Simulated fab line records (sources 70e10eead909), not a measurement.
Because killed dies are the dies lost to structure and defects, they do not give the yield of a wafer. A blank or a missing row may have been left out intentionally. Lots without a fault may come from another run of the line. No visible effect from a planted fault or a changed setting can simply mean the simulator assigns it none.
Chamber matching    flow nandHarc    pecvd-03 running NHARC_A_CONTACT_DEP_85: 3 sister chambers
The step deposits SiON, target thk 50 nm. 16 wafers are shown with their chamber, then 8 later ones without.

== WAFERS PAIRED WITH THEIR CHAMBERS ==
wafer   chamber  showerheadVppV (V)  heaterPowerW (W)
L074.1  0        1072                653
L074.2  2        1155                761
L074.5  1        1145                784
L079.1  1        1155                737
L079.4  2        1136                806
L079.6  0        1087                663
L082.2  0        1080                692
L082.3  1        1134                743
L082.5  0        1088                705
L081.2  2        1158                805
L081.3  0        1073                699
L081.4  1        1153                822
L088.3  1        1148                750
L088.5  1        1169                730
L088.6  2        1135                894
L087.1  1        1157                792

SIGNATURES, as means of the wafers listed above
reading         chamber 0  chamber 1  chamber 2  scatter within a chamber
showerheadVppV  1080.00    1151.57    1146.00    10.3
heaterPowerW    682.40     765.43     816.50     37.7
Rule: for each reading, subtract the chamber's mean from the wafer's reading, divide by that reading's scatter and square the result; add these up over the readings and take the root, which gives the wafer's distance from the chamber. The wafer belongs to the nearest chamber; if the next one is less than 2 further off, it can't be placed. How the scatter is found: for the shown wafers, subtract from each reading the mean of its chamber, square and add these, divide the total by (wafers less chambers), then take the root.

== WAFERS WHOSE CHAMBER IS MISSING ==
wafer   showerheadVppV (V)  heaterPowerW (W)
L087.3  1138                899
L087.5  1100                673
L092.2  1152                814
L092.4  1126                842
L092.5  1087                639
L095.1  1056                571
L095.2  1139                829
L095.4  1153                749

== EACH ONE'S CHAMBER ==
wafer   from the rows above      in truth
L087.3  can't be placed: 2 or 1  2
L087.5  0                        0
L092.2  can't be placed: 2 or 1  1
L092.4  can't be placed: 2 or 1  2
L092.5  0                        0
L095.1  0                        0
L095.2  can't be placed: 2 or 1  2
L095.4  can't be placed: 1 or 2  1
Placed correctly: 3 of 8. From these rows, 5 cannot be placed; in 5 the true chamber is one of the candidates. 0 placed wrongly.
